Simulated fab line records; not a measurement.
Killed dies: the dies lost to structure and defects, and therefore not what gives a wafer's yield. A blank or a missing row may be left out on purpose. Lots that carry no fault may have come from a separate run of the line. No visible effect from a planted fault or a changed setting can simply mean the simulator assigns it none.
fab line records	flow nandHarc
record: lots: 12	wafers: 36	lastDay: 33
route steps=1302 shown A_M1@1199 A_BONDPAD@1203 END@1302
lots with no fault: from the same line, run without faults
startH: start of the lot's first displayed wafer, in hours after the record's first day	waitH: how many hours have passed since the lot's step before this one	" same as the row above	L1.1+2: one row covering several wafers at once	- no value, or no start given	* or withheld: withheld	< > ~ a bound
route shown NAME@n: NAME is a module with steps in the file, n the number in the route of the first one	usual: mean/standard deviation of fault-free wafers	same: alike in all rows	chamber/n: place in a boat	sites: per-site readings	_std_site: their standard deviation	_edge_site: outer sites' mean less inner sites'	radiusMm: for every site, how far away it sits from the centre of the wafer	mask NAME#n: copy n	behind: tool/chamber where the wafer was last shaped	hold: what put the lot on hold/how long, in hours/how the hold closed	device: the transistor (n, p or np) that didn't switch	end of line: tests of these same wafers at the route's end	step lacking rows: just its recipe	killed: dies that structure and defects cost at the first sort, which is not the same as the wafer's yield	map: a wafer's dies, x killed, . not, _ none there
set.NAME: the setting as run; set.NAME@STEP: as run at that earlier step	model.NAME: the simulator's own value behind a step, which no gauge read
steps of the route over a sample of lots; a table a step, a row a wafer
services: when a tool's chamber went out of use (startH, in hours from the record's first day, below 0 if earlier), for how many hours, and the reason
== steps ==
step: NHARC_A_M1_INSPECT_27
usual: rawDefectCount: 542/130
lot.wafer	tool	chamber	startH	waitH	rawDefectCount
L948.1	defectInspect-02	-	521.21	0.0	449
L948.2	"	-	"	"	467
L948.5	"	-	"	"	427
L951.2	defectInspect-01	-	543.75	0.0	293
L951.5	"	-	"	"	332
L951.6	"	-	"	"	303
L950.1	defectInspect-01	-	548.00	0.0	645
L950.4	"	-	"	"	558
L950.5	"	-	"	"	596
L952.1	defectInspect-02	-	560.04	0.0	536
L952.3	"	-	"	"	467
L952.5	"	-	"	"	619
L958.3	defectInspect-02	-	628.48	0.0	663
L958.4	"	-	"	"	738
L958.5	"	-	"	"	667
L959.1	defectInspect-02	-	631.29	0.0	796
L959.5	"	-	"	"	586
L959.6	"	-	"	"	613
L956.2	defectInspect-02	-	636.87	0.0	700
L956.3	"	-	"	"	600
L956.4	"	-	"	"	652
L960.1	defectInspect-02	-	645.39	0.0	438
L960.4	"	-	"	"	850
L960.5	"	-	"	"	809
L968.1	defectInspect-02	-	731.38	0.0	461
L968.4	"	-	"	"	580
L968.5	"	-	"	"	392
L971.2	defectInspect-01	-	739.57	0.0	481
L971.5	"	-	"	"	748
L971.6	"	-	"	"	571
L969.1	defectInspect-02	-	740.74	0.0	351
L969.2	"	-	"	"	336
L969.4	"	-	"	"	361
L970.2	defectInspect-01	-	754.15	0.0	587
L970.4	"	-	"	"	495
L970.6	"	-	"	"	664
step: NHARC_A_BONDPAD_CMP_29
recipe: targetThkNm: 200	material: SiCN
usual: motorCurrentA: 11.9/0.96
lot.wafer	tool	chamber	startH	waitH	motorCurrentA
L948.1	cmp-02	0	522.51	-	12.6
L948.2	"	1	"	"	11.2
L948.5	"	2	"	"	11.4
L951.2	cmp-03	1	544.94	-	12.7
L951.6	"	2	"	"	12.8
L951.5	"	3	"	"	13.1
L950.1	cmp-03	0	549.28	0.4	11.8
L950.4	"	1	"	"	13.3
L950.5	"	0	"	"	11.7
L952.3	cmp-01	2	561.15	-	11.6
L952.1	"	1	"	"	11.5
L952.5	"	2	"	"	11.5
L958.4	cmp-02	3	629.60	-	9.9
L958.3	"	1	"	"	10.6
L958.5	"	3	"	"	10.8
L959.1	cmp-03	1	632.44	-	13.1
L959.5	"	1	"	"	12.9
L959.6	"	2	"	"	12.8
L956.4	cmp-02	1	637.98	-	11.1
L956.2	"	2	"	"	11.0
L956.3	"	0	"	"	12.7
L960.4	cmp-01	3	646.53	-	12.3
L960.1	"	0	"	"	11.8
L960.5	"	2	"	"	11.8
L968.1	cmp-03	1	732.53	-	13.3
L968.4	"	2	"	"	12.9
L968.5	"	3	"	"	13.3
L971.2	cmp-02	0	740.79	-	13.1
L971.5	"	2	"	"	11.1
L971.6	"	3	"	"	10.2
L969.4	cmp-01	3	741.89	-	11.7
L969.1	"	0	"	"	11.8
L969.2	"	1	"	"	11.9
L970.4	cmp-01	1	755.28	-	11.8
L970.2	"	2	"	"	11.1
L970.6	"	0	"	"	11.6
step: NHARC_A_BONDPAD_ETCH_34
recipe: targetDepthA: 600	overetchA: 180	timeS: 65.91	ionEnergyEv: 200	n2FlowSccm: 150	h2FlowSccm: 150	arFlowSccm: 0	rfW: 400	biasW: 150	chemistry: N2/H2
usual: drypumpMotorCurrentA: 5.9/0.38	n2FlowSccm: 150.0/0.44	oesProductAu: 1.000/0.0062	rfVppV: 430.0/2.9	runLengthS: 87.4/0.33	showerheadPlenumPTorr: 2.02/0.11	throttleValvePct: 14.170/0.0086
lot.wafer	tool	chamber	startH	waitH	drypumpMotorCurrentA	n2FlowSccm	oesProductAu	rfHoursCounterH	rfVppV	runLengthS	showerheadPlenumPTorr	throttleValvePct
L948.2	rieDiel-06	1	523.57	0.1	5.8	150.4	0.986	0	433.6	87.2	2.18	14.165
L948.1	"	0	"	"	5.7	150.3	1.001	0	427.7	87.0	2.00	14.158
L948.5	"	1	"	"	5.7	150.2	0.990	-	434.6	87.6	2.18	14.172
L951.2	rieDiel-06	3	545.87	0.1	5.5	150.6	1.001	2	425.7	87.1	1.91	14.175
L951.5	"	3	"	"	5.5	151.2	1.002	-	428.1	87.4	1.91	14.172
L951.6	"	0	"	"	5.7	149.7	0.999	-	430.0	87.2	2.00	14.161
L950.1	rieDiel-06	1	550.25	0.1	5.7	150.3	1.000	1	433.5	87.9	2.18	14.165
L950.4	"	3	"	"	5.5	149.4	1.000	2	426.4	87.2	1.91	14.173
L950.5	"	1	"	"	5.8	150.1	1.005	-	435.5	87.2	2.18	14.166
L952.1	rieDiel-07	0	562.26	0.1	5.0	149.1	1.000	22	426.6	87.3	1.88	14.188
L952.3	"	1	"	"	6.1	150.3	0.994	25	429.4	87.6	2.01	14.163
L952.5	"	0	"	"	5.0	149.6	0.993	-	426.0	87.1	1.88	14.187
L958.3	rieDiel-07	0	630.72	0.1	5.0	150.1	1.000	46	425.2	87.2	1.88	14.158
L958.4	"	2	"	"	5.6	150.2	1.000	48	428.2	86.9	1.98	14.188
L958.5	"	0	"	"	5.0	150.4	1.005	-	425.8	87.8	1.88	14.170
L959.1	rieDiel-06	0	633.51	0.1	5.8	149.8	1.006	3	428.8	87.0	2.00	14.157
L959.6	"	1	"	"	5.8	150.3	1.005	-	435.0	87.2	2.18	14.180
L959.5	"	2	"	"	6.5	150.6	0.998	-	428.7	87.9	1.93	14.171
L956.3	rieDiel-06	2	639.12	0.1	6.6	149.8	0.991	3	426.4	87.6	1.93	14.185
L956.2	"	0	"	"	5.8	149.4	0.989	4	430.1	87.0	2.00	14.157
L956.4	"	1	"	"	5.8	150.3	0.993	3	434.6	87.4	2.18	14.167
L960.4	rieDiel-06	1	647.49	0.1	5.7	150.1	1.004	4	433.5	87.8	2.18	14.172
L960.1	"	0	"	"	5.8	149.8	0.995	4	428.4	72.1	2.00	14.160
L960.5	"	2	"	"	6.5	150.1	1.001	-	428.5	87.8	1.93	14.162
L968.1	rieDiel-06	3	733.48	0.1	5.5	150.3	0.999	1	427.1	87.3	1.91	14.177
L968.4	"	0	"	"	5.8	149.8	1.008	1	428.8	87.2	2.00	14.163
L968.5	"	2	"	"	6.6	150.5	0.993	-	426.2	87.6	1.93	14.179
L971.2	rieDiel-06	2	741.87	0.1	6.6	149.7	1.004	2	429.0	87.7	1.93	14.183
L971.6	"	0	"	"	5.8	150.3	1.008	-	430.0	87.2	2.00	14.162
L971.5	"	1	"	"	5.7	149.9	1.004	-	435.0	87.6	2.18	14.158
L969.2	rieDiel-06	0	742.98	0.1	5.8	150.1	1.003	2	429.9	87.3	2.00	14.169
L969.4	"	2	"	"	6.6	149.6	1.006	2	427.4	87.6	1.93	14.170
L969.1	"	3	"	"	5.5	151.1	0.993	2	429.0	87.1	1.91	14.164
L970.4	rieDiel-06	3	756.37	0.1	5.5	149.0	0.994	2	427.1	87.2	1.91	14.162
L970.2	"	1	"	"	5.8	150.0	1.005	3	434.2	87.3	2.18	14.152
L970.6	"	3	"	"	5.5	149.3	0.994	-	427.3	87.2	1.91	14.185
step: NHARC_A_BONDPAD_PRE_CLEAN_26
recipe: timeS: 30	tempC: 280	gas: H2/He
usual: heaterPowerW: 401/38
lot.wafer	tool	chamber	startH	waitH	heaterPowerW
L948.1	pvdSputter-02	-	-	-	398
L948.2	"	-	"	"	352
L948.5	"	-	"	"	391
L951.2	pvdSputter-01	-	-	-	362
L951.5	"	-	"	"	442
L951.6	"	-	"	"	396
L950.4	pvdSputter-02	-	-	-	411
L950.1	"	-	"	"	472
L950.5	"	-	"	"	389
L952.3	pvdSputter-02	-	-	-	393
L952.1	"	-	"	"	465
L952.5	"	-	"	"	390
L958.4	pvdSputter-01	-	-	-	387
L958.3	"	-	"	"	459
L958.5	"	-	"	"	450
L959.1	pvdSputter-02	-	-	-	390
L959.6	"	-	"	"	392
L959.5	"	-	"	"	411
L956.2	pvdSputter-03	-	-	-	366
L956.3	"	-	"	"	338
L956.4	"	-	"	"	402
L960.4	pvdSputter-02	-	-	-	386
L960.1	"	-	"	"	355
L960.5	"	-	"	"	473
L968.1	pvdSputter-01	-	-	-	427
L968.4	"	-	"	"	351
L968.5	"	-	"	"	422
L971.2	pvdSputter-01	-	-	-	343
L971.6	"	-	"	"	348
L971.5	"	-	"	"	389
L969.4	pvdSputter-01	-	-	-	358
L969.1	"	-	"	"	384
L969.2	"	-	"	"	426
L970.2	pvdSputter-01	-	-	-	430
L970.4	"	-	"	"	394
L970.6	"	-	"	"	350
step: NHARC_END_SORT_01
recipe: tempC: 25
usual: defectLimitedYield: 91.9/2.2	killedAtArray: 50/14	killedAtOther: 0.9/1	killedAtPeriphery: 3.9/2.5	killedDies: 55/15	killedOpen: 3.5/1.9	killedShort: 2.5/1.7	sort_bin_2_pct: 3.0/1.1	sort_bin_3_pct: 0.6/0.33	sort_bin_4_pct: 4.6/1.1	sortNPass: 622/15	sortRimYieldPct: 90/3.8	sortYieldPct: 91.9/2.2
same: grossDies: 677	sort_bin_5_pct[%]: 0	sort_bin_6_pct[%]: 0	sort_bin_7_pct[%]: 0	sort_bin_8_pct[%]: 0	sortRimNGross: 106.00
lot.wafer	tool	chamber	startH	waitH	defectLimitedYield[%]	killedAtArray	killedAtOther	killedAtPeriphery	killedDies	killedOpen	killedShort	sort_bin_2_pct[%]	sort_bin_3_pct[%]	sort_bin_4_pct[%]	sortNPass	sortRimYieldPct[%]	sortYieldPct[%]
L948.1	prober-02	0	554.83	2.5	93.4	41	1	3	45	4	1	3.2	0.1	3.2	632	87	93.4
L948.2	prober-02	0	555.64	2.8	91.0	54	0	7	61	5	1	3.0	1.0	5.0	616	92	91.0
L948.5	prober-02	0	558.09	3.8	91.3	56	1	2	59	4	5	2.8	0.7	5.2	618	93	91.3
L951.2	prober-01	0	576.17	2.8	94.8	29	3	3	35	2	4	0.7	0.1	4.3	642	94	94.8
L951.5	prober-01	0	578.55	3.7	96.3	20	1	4	25	1	2	1.3	0.1	2.2	652	95	96.3
L951.6	prober-01	0	579.35	4.0	96.9	17	0	4	21	3	2	0.6	0.1	2.4	656	97	96.9
L950.1	prober-01	0	583.17	2.5	92.3	50	1	1	52	1	1	3.2	0.3	4.1	625	90	92.3
L950.4	prober-01	0	585.56	3.4	92.6	46	0	4	50	4	1	2.7	0.6	4.1	627	83	92.6
L950.5	prober-01	0	586.35	3.7	92.9	44	1	3	48	1	1	3.0	0.3	3.8	629	92	92.9
L952.1	prober-02	0	592.52	2.5	92.9	45	0	3	48	4	3	2.5	0.6	4.0	629	96	92.9
L952.3	prober-02	0	594.14	3.1	92.8	46	1	2	49	4	1	2.8	0.3	4.1	628	93	92.8
L952.5	prober-02	0	595.75	3.7	91.1	51	1	8	60	6	5	3.4	0.4	5.0	617	93	91.1
L959.1	prober-02	0	663.67	2.5	93.4	43	1	1	45	5	2	2.4	0.3	4.0	632	91	93.4
L959.5	prober-02	0	666.87	3.7	94.2	35	1	3	39	4	3	1.6	0.1	4.0	638	98	94.2
L959.6	prober-02	0	667.67	4.0	95.7	25	2	2	29	1	2	0.7	0.4	3.1	648	90	95.7
L958.3	prober-01	0	665.29	3.1	89.2	69	3	1	73	6	2	3.5	0.3	6.9	604	89	89.2
L958.4	prober-01	0	666.10	3.4	93.6	38	1	4	43	4	1	3.2	0.7	2.4	634	90	93.6
L958.5	prober-01	0	666.91	3.7	93.1	45	0	2	47	2	2	2.4	0.6	4.0	630	91	93.1
L956.2	prober-01	0	672.35	2.8	93.2	44	0	2	46	1	5	3.1	0.4	3.2	631	97	93.2
L956.3	prober-01	0	673.14	3.1	92.2	50	3	0	53	6	1	2.7	0.6	4.6	624	92	92.2
L956.4	prober-01	0	673.93	3.4	92.0	50	2	2	54	4	3	3.7	0.3	4.0	623	92	92.0
L960.1	prober-01	0	679.29	2.5	92.3	47	0	5	52	2	2	2.8	0.4	4.4	625	87	92.3
L960.4	prober-01	0	681.72	3.4	91.7	45	0	11	56	5	4	3.5	0.9	3.8	621	91	91.7
L960.5	prober-01	0	682.52	3.7	91.9	47	0	8	55	5	2	2.7	0.3	5.2	622	87	91.9
L968.1	prober-01	0	770.71	2.5	90.0	57	1	10	68	5	9	4.0	0.6	5.5	609	79	90.0
L968.4	prober-01	0	773.10	3.4	91.0	54	3	4	61	3	2	3.1	0.4	5.5	616	88	91.0
L968.5	prober-01	0	773.90	3.7	91.6	50	3	4	57	3	2	3.2	0.7	4.4	620	91	91.6
L971.2	prober-02	0	776.69	2.8	88.3	70	0	9	79	1	3	5.8	1.0	4.9	598	87	88.3
L971.5	prober-02	0	779.11	3.7	89.7	64	0	6	70	6	0	4.0	1.2	5.2	607	90	89.7
L971.6	prober-02	0	779.91	4.0	86.7	84	1	5	90	2	8	6.8	1.2	5.3	587	85	86.7
L969.1	prober-01	0	778.47	2.5	96.8	19	0	3	22	1	3	0.3	0	3.0	655	96	96.8
L969.2	prober-01	0	779.27	2.8	95.7	23	2	4	29	9	0	1.3	0	3.0	648	95	95.7
L969.4	prober-01	0	780.85	3.4	95.6	23	1	6	30	4	1	1.0	0	3.4	647	98	95.6
L970.2	prober-02	0	798.78	2.8	91.3	58	0	1	59	1	1	3.5	1.3	3.8	618	92	91.3
L970.4	prober-02	0	800.36	3.4	89.5	69	0	2	71	1	1	4.1	1.3	5.0	606	86	89.5
L970.6	prober-02	0	801.95	4.0	92.5	48	0	3	51	1	3	3.8	0.6	3.1	626	89	92.5
killed by level:class
L948.1 A_CHANNEL_HOLE_D1:chamberFilmFlake=19 A_CHANNEL_HOLE_D2:chamberFilmFlake=6 A_STAIRCASE:chamberFilmFlake=3 A_CHANNEL_FILL_D2:chamberFilmFlake=2 A_ZERO_WELL:chamberFilmFlake=2 A_CHANNEL_FILL_D1:chamberFilmFlake=2 A_SGD_CUT:chamberFilmFlake=2 P_CONTACT:geometricParticle:open=1
L948.2 A_CHANNEL_HOLE_D1:chamberFilmFlake=25 A_CHANNEL_HOLE_D2:chamberFilmFlake=7 A_STAIRCASE:chamberFilmFlake=7 P_CONTACT:chamberFilmFlake=5 A_ZERO_WELL:chamberFilmFlake=5 A_SGD_CUT:chamberFilmFlake=3 P_CONTACT:geometricParticle:open=1 A_ONON_D1:geometricParticle:open=1
L948.5 A_CHANNEL_HOLE_D1:chamberFilmFlake=34 A_CHANNEL_HOLE_D2:chamberFilmFlake=6 P_CONTACT:geometricParticle:open=2 A_DECK1_JOINT:geometricParticle:short=2 A_CHANNEL_FILL_D1:chamberFilmFlake=2 A_DECK1_JOINT:chamberFilmFlake=2 A_STAIRCASE:chamberFilmFlake=2 A_SOURCE_PLATE:geometricParticle:short=1
L951.2 A_STAIRCASE:chamberFilmFlake=5 A_CONTACT:chamberFilmFlake=5 A_CHANNEL_HOLE_D1:chamberFilmFlake=4 A_CHANNEL_HOLE_D2:chamberFilmFlake=3 THIN_TSV:chamberFilmFlake=3 A_CHANNEL_FILL_D1:chamberFilmFlake=2 A_ONON_D1:geometricParticle:short=1 A_CHANNEL_HOLE_D1:geometricParticle:short=1
L951.5 A_CHANNEL_HOLE_D2:chamberFilmFlake=9 A_STAIRCASE:chamberFilmFlake=5 A_CONTACT:chamberFilmFlake=3 P_CONTACT:geometricParticle:short=1 P_M0:geometricParticle:open=1 A_BLC:geometricParticle:short=1 P_ZERO_WELL:chamberFilmFlake=1 P_GATE:chamberFilmFlake=1
L951.6 A_CHANNEL_HOLE_D1:chamberFilmFlake=3 A_CHANNEL_HOLE_D2:chamberFilmFlake=3 A_CONTACT:chamberFilmFlake=3 A_ONON_D2:geometricParticle:short=2 P_ZERO_WELL:chamberFilmFlake=2 P_M1:geometricParticle:open=1 A_CHANNEL_FILL_D2:geometricParticle:open=1 A_CONTACT:geometricParticle:open=1
L950.1 A_SLIT:chamberFilmFlake=26 A_CHANNEL_HOLE_D2:chamberFilmFlake=15 A_CONTACT:chamberFilmFlake=3 P_M2:geometricParticle:open=1 A_BLC:geometricParticle:short=1 A_ZERO_WELL:chamberFilmFlake=1 A_CHANNEL_HOLE_D1:chamberFilmFlake=1 A_CHANNEL_FILL_D2:chamberFilmFlake=1
L950.4 A_SLIT:chamberFilmFlake=20 A_CHANNEL_HOLE_D2:chamberFilmFlake=17 A_WL_FILL:chamberFilmFlake=2 P_GATE:geometricParticle:open=1 P_CONTACT:geometricParticle:open=1 A_SOURCE_PLATE:geometricParticle:short=1 A_SGD_CUT:geometricParticle:open=1 A_BLC:geometricParticle:open=1
L950.5 A_SLIT:chamberFilmFlake=22 A_CHANNEL_HOLE_D2:chamberFilmFlake=12 A_CONTACT:chamberFilmFlake=4 P_GATE:chamberFilmFlake=2 A_SGD_CUT:chamberFilmFlake=2 A_ONON_D1:geometricParticle:short=1 A_CHANNEL_FILL_D1:geometricParticle:open=1 P_STI:chamberFilmFlake=1
L952.1 A_CHANNEL_HOLE_D2:chamberFilmFlake=33 A_CHANNEL_HOLE_D1:chamberFilmFlake=4 P_CONTACT:chamberFilmFlake=2 P_GATE:geometricParticle:open=1 A_ONON_D1:geometricParticle:open=1 A_ONON_D1:geometricParticle:short=1 A_CHANNEL_FILL_D1:geometricParticle:open=1 A_ONON_D2:geometricParticle:short=1
L952.3 A_CHANNEL_HOLE_D2:chamberFilmFlake=31 A_CHANNEL_HOLE_D1:chamberFilmFlake=4 A_CONTACT:chamberFilmFlake=3 A_STAIRCASE:chamberFilmFlake=2 P_CONTACT:geometricParticle:open=1 A_SOURCE_PLATE:geometricParticle:open=1 A_ONON_D1:geometricParticle:short=1 A_ONON_D2:geometricParticle:open=1
L952.5 A_CHANNEL_HOLE_D2:chamberFilmFlake=35 A_ONON_D2:geometricParticle:open=3 A_ONON_D2:geometricParticle:short=2 A_CONTACT:geometricParticle:open=2 P_STI:chamberFilmFlake=2 A_CHANNEL_HOLE_D1:chamberFilmFlake=2 P_M0:geometricParticle:short=1 P_M1:geometricParticle:short=1
L959.1 A_CHANNEL_HOLE_D2:chamberFilmFlake=18 A_STAIRCASE:chamberFilmFlake=6 A_CHANNEL_HOLE_D1:chamberFilmFlake=5 A_CHANNEL_FILL_D1:chamberFilmFlake=3 A_SLIT:chamberFilmFlake=2 A_BLC:chamberFilmFlake=2 P_CONTACT:geometricParticle:open=1 A_CHANNEL_FILL_D1:geometricParticle:open=1
L958.3 A_CHANNEL_HOLE_D1:chamberFilmFlake=32 A_CHANNEL_HOLE_D2:chamberFilmFlake=14 A_CONTACT:chamberFilmFlake=10 A_BLC:chamberFilmFlake=3 THIN_TSV:chamberFilmFlake=3 A_ONON_D1:geometricParticle:open=2 A_ONON_D1:geometricParticle:short=1 A_CHANNEL_HOLE_D1:geometricParticle:open=1
L958.4 A_CHANNEL_HOLE_D1:chamberFilmFlake=15 A_CHANNEL_HOLE_D2:chamberFilmFlake=10 A_BLC:chamberFilmFlake=3 A_STAIRCASE:geometricParticle:open=2 P_M2:chamberFilmFlake=2 A_CONTACT:chamberFilmFlake=2 A_ONON_D1:geometricParticle:short=1 A_CHANNEL_HOLE_D1:geometricParticle:open=1
L959.5 A_CHANNEL_HOLE_D2:chamberFilmFlake=12 A_CHANNEL_HOLE_D1:chamberFilmFlake=6 A_SLIT:chamberFilmFlake=4 A_CONTACT:chamberFilmFlake=4 A_STAIRCASE:chamberFilmFlake=2 P_CONTACT:geometricParticle:short=1 P_M0:geometricParticle:open=1 A_DECK1_JOINT:geometricParticle:open=1
L958.5 A_CHANNEL_HOLE_D2:chamberFilmFlake=16 A_CHANNEL_HOLE_D1:chamberFilmFlake=15 A_CONTACT:chamberFilmFlake=3 A_BLC:chamberFilmFlake=3 P_M2:chamberFilmFlake=2 A_STAIRCASE:chamberFilmFlake=2 A_CHANNEL_FILL_D2:geometricParticle:short=1 A_CHANNEL_FILL_D2:geometricParticle:open=1
L959.6 A_CHANNEL_HOLE_D2:chamberFilmFlake=10 A_CHANNEL_HOLE_D1:chamberFilmFlake=6 A_STAIRCASE:chamberFilmFlake=2 A_BLC:chamberFilmFlake=2 THIN_TSV:chamberFilmFlake=2 A_CHANNEL_FILL_D1:geometricParticle:open=1 A_SGD_CUT:geometricParticle:short=1 A_WL_FILL:geometricParticle:short=1
L956.2 A_SLIT:chamberFilmFlake=24 A_CHANNEL_HOLE_D2:chamberFilmFlake=11 A_CHANNEL_HOLE_D1:chamberFilmFlake=2 A_ONON_D1:geometricParticle:short=1 A_CHANNEL_FILL_D1:geometricParticle:short=1 A_DECK1_JOINT:geometricParticle:short=1 A_ONON_D2:geometricParticle:short=1 A_ONON_D2:geometricParticle:open=1
L956.3 A_SLIT:chamberFilmFlake=22 A_CHANNEL_HOLE_D2:chamberFilmFlake=10 A_CHANNEL_HOLE_D1:chamberFilmFlake=6 A_ONON_D2:geometricParticle:open=3 A_CONTACT:chamberFilmFlake=3 THIN_TSV:chamberFilmFlake=2 A_CHANNEL_HOLE_D1:geometricParticle:open=1 A_CHANNEL_FILL_D1:geometricParticle:open=1
L956.4 A_SLIT:chamberFilmFlake=26 A_CHANNEL_HOLE_D2:chamberFilmFlake=10 A_CHANNEL_HOLE_D1:chamberFilmFlake=5 A_CONTACT:chamberFilmFlake=3 A_ONON_D2:geometricParticle:open=2 P_GATE:geometricParticle:open=1 A_CHANNEL_FILL_D1:geometricParticle:open=1 A_WL_FILL:geometricParticle:short=1
L960.1 A_CHANNEL_HOLE_D1:chamberFilmFlake=17 A_CHANNEL_HOLE_D2:chamberFilmFlake=12 A_SLIT:chamberFilmFlake=6 A_CONTACT:chamberFilmFlake=4 P_BONDPAD:chamberFilmFlake=3 A_STAIRCASE:chamberFilmFlake=3 P_ZERO_WELL:geometricParticle:open=1 A_CHANNEL_FILL_D1:geometricParticle:short=1
L960.4 A_CHANNEL_HOLE_D2:chamberFilmFlake=19 A_CHANNEL_HOLE_D1:chamberFilmFlake=16 P_M0:geometricParticle:open=4 P_BONDPAD:chamberFilmFlake=4 A_SGD_CUT:chamberFilmFlake=4 A_CHANNEL_FILL_D1:geometricParticle:short=2 P_CONTACT:geometricParticle:open=1 P_CONTACT:geometricParticle:short=1
L960.5 A_CHANNEL_HOLE_D2:chamberFilmFlake=22 A_CHANNEL_HOLE_D1:chamberFilmFlake=9 A_STAIRCASE:chamberFilmFlake=3 A_SGD_CUT:chamberFilmFlake=3 A_WL_FILL:chamberFilmFlake=3 P_GATE:geometricParticle:open=2 P_GATE:chamberFilmFlake=2 A_SLIT:chamberFilmFlake=2
L968.1 A_CHANNEL_HOLE_D2:chamberFilmFlake=22 A_CHANNEL_HOLE_D1:chamberFilmFlake=8 A_SLIT:chamberFilmFlake=8 A_CONTACT:chamberFilmFlake=5 P_CONTACT:chamberFilmFlake=3 P_STI:geometricParticle:short=2 A_DECK1_JOINT:chamberFilmFlake=2 P_GATE:geometricParticle:short=1
L968.4 A_CHANNEL_HOLE_D2:chamberFilmFlake=28 A_CHANNEL_HOLE_D1:chamberFilmFlake=8 A_CONTACT:chamberFilmFlake=6 A_SLIT:chamberFilmFlake=5 P_CONTACT:chamberFilmFlake=3 THIN_TSV:chamberFilmFlake=3 A_CHANNEL_FILL_D1:chamberFilmFlake=2 P_CONTACT:geometricParticle:open=1
L968.5 A_CHANNEL_HOLE_D2:chamberFilmFlake=23 A_CONTACT:chamberFilmFlake=7 A_CHANNEL_HOLE_D1:chamberFilmFlake=6 P_CONTACT:chamberFilmFlake=4 A_SLIT:chamberFilmFlake=4 THIN_TSV:chamberFilmFlake=3 A_STAIRCASE:chamberFilmFlake=2 A_CHANNEL_HOLE_D1:geometricParticle:open=1
L971.2 A_CHANNEL_HOLE_D2:chamberFilmFlake=27 A_SLIT:chamberFilmFlake=26 A_CHANNEL_HOLE_D1:chamberFilmFlake=11 P_BONDPAD:chamberFilmFlake=5 P_STI:chamberFilmFlake=3 A_STAIRCASE:chamberFilmFlake=2 P_CONTACT:geometricParticle:short=1 A_CHANNEL_FILL_D1:geometricParticle:open=1
L969.1 A_SLIT:chamberFilmFlake=7 P_M2:chamberFilmFlake=2 A_ZERO_WELL:chamberFilmFlake=2 A_CHANNEL_FILL_D1:chamberFilmFlake=2 A_CONTACT:chamberFilmFlake=2 A_SOURCE_PLATE:geometricParticle:short=1 A_ONON_D2:geometricParticle:short=1 A_M0:geometricParticle:open=1
L971.5 A_SLIT:chamberFilmFlake=27 A_CHANNEL_HOLE_D2:chamberFilmFlake=19 A_CHANNEL_HOLE_D1:chamberFilmFlake=10 P_STI:chamberFilmFlake=4 A_CHANNEL_FILL_D1:geometricParticle:open=2 A_CHANNEL_FILL_D2:geometricParticle:open=2 A_WL_FILL:geometricParticle:open=1 A_BLC:geometricParticle:open=1
L969.2 A_SLIT:chamberFilmFlake=6 A_CHANNEL_FILL_D1:geometricParticle:open=3 A_CHANNEL_FILL_D1:chamberFilmFlake=3 A_M0:geometricParticle:open=2 P_GATE:chamberFilmFlake=2 A_STAIRCASE:chamberFilmFlake=2 A_CONTACT:chamberFilmFlake=2 THIN_TSV:chamberFilmFlake=2
L971.6 A_CHANNEL_HOLE_D2:chamberFilmFlake=31 A_SLIT:chamberFilmFlake=27 A_CHANNEL_HOLE_D1:chamberFilmFlake=12 A_STAIRCASE:chamberFilmFlake=4 A_M0:geometricParticle:short=3 P_BONDPAD:chamberFilmFlake=2 A_CONTACT:chamberFilmFlake=2 P_M0:geometricParticle:open=1
L969.4 A_SLIT:chamberFilmFlake=9 A_CONTACT:chamberFilmFlake=6 P_M0:geometricParticle:open=2 P_GATE:chamberFilmFlake=2 A_CHANNEL_FILL_D1:chamberFilmFlake=2 A_STAIRCASE:chamberFilmFlake=2 A_ONON_D1:geometricParticle:open=1 A_CONTACT:geometricParticle:open=1
L970.2 A_SLIT:chamberFilmFlake=30 A_CHANNEL_HOLE_D2:chamberFilmFlake=21 A_CONTACT:chamberFilmFlake=4 A_CHANNEL_FILL_D2:geometricParticle:short=1 A_BLC:geometricParticle:open=1 P_ZERO_WELL:chamberFilmFlake=1 A_BONDPAD:chamberFilmFlake=1
L970.4 A_SLIT:chamberFilmFlake=36 A_CHANNEL_HOLE_D2:chamberFilmFlake=27 A_CONTACT:chamberFilmFlake=4 P_CONTACT:geometricParticle:open=1 A_CHANNEL_FILL_D1:geometricParticle:short=1 P_ZERO_WELL:chamberFilmFlake=1 A_CHANNEL_HOLE_D1:chamberFilmFlake=1
L970.6 A_SLIT:chamberFilmFlake=24 A_CHANNEL_HOLE_D2:chamberFilmFlake=15 P_STI:chamberFilmFlake=2 A_CONTACT:chamberFilmFlake=2 A_DECK1_JOINT:geometricParticle:short=1 A_CHANNEL_FILL_D2:geometricParticle:open=1 A_CONTACT:geometricParticle:short=1 A_M0:geometricParticle:short=1
== services ==
tool	chamber	startH	hours	kind
pvdSputter-01	-	505.36	1.0	repair
pvdSputter-02	-	506.44	4.9	repair
cmp-01	-	511.45	0.5	repair
cmp-03	-	514.07	15.8	repair
cmp-01	-	522.17	1.5	repair
cmp-02	-	526.80	4.0	pm
pvdSputter-01	-	535.53	3.9	repair
cmp-03	-	554.09	4.0	pm
cmp-01	-	561.32	0.4	repair
pvdSputter-01	-	561.97	14.3	repair
rieDiel-06	-	562.16	1.2	repair
cmp-02	-	562.73	0.3	repair
rieDiel-06	3	564.80	5.1	repair
cmp-01	-	577.50	4.0	pm
pvdSputter-01	-	582.02	10.0	pm
cmp-01	-	594.04	0.6	repair
cmp-02	-	599.91	0.4	repair
cmp-01	-	613.09	3.3	repair
cmp-02	-	624.80	4.0	pm
pvdSputter-02	-	638.00	10.0	pm
rieDiel-06	-	661.20	9.0	pm
rieDiel-06	2	672.73	11.0	repair
rieDiel-06	3	685.43	1.3	repair
pvdSputter-02	-	735.21	0.7	repair
== key ==
firstSign: step: NHARC_A_BONDPAD_ETCH_34	reading: runLengthS	direction: down	sigmas: 46	usual: *	struck: *
effect none on later readings
metAt NHARC_A_BONDPAD_ETCH_34
struckLots L960
struckWafers L960.1
notActingAt NHARC_A_M1_INSPECT_27,NHARC_A_BONDPAD_CMP_29,NHARC_A_BONDPAD_PRE_CLEAN_26
onsetBetween 639.12 647.49
fault: kind: processParameterDrift	tool: rieDiel-06	chamber: 0	onsetH: 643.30	steps: NHARC_A_BONDPAD_ETCH_34	channel: timeS	offset: *	shape: step	endH: 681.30	actsIn: *	stated: *
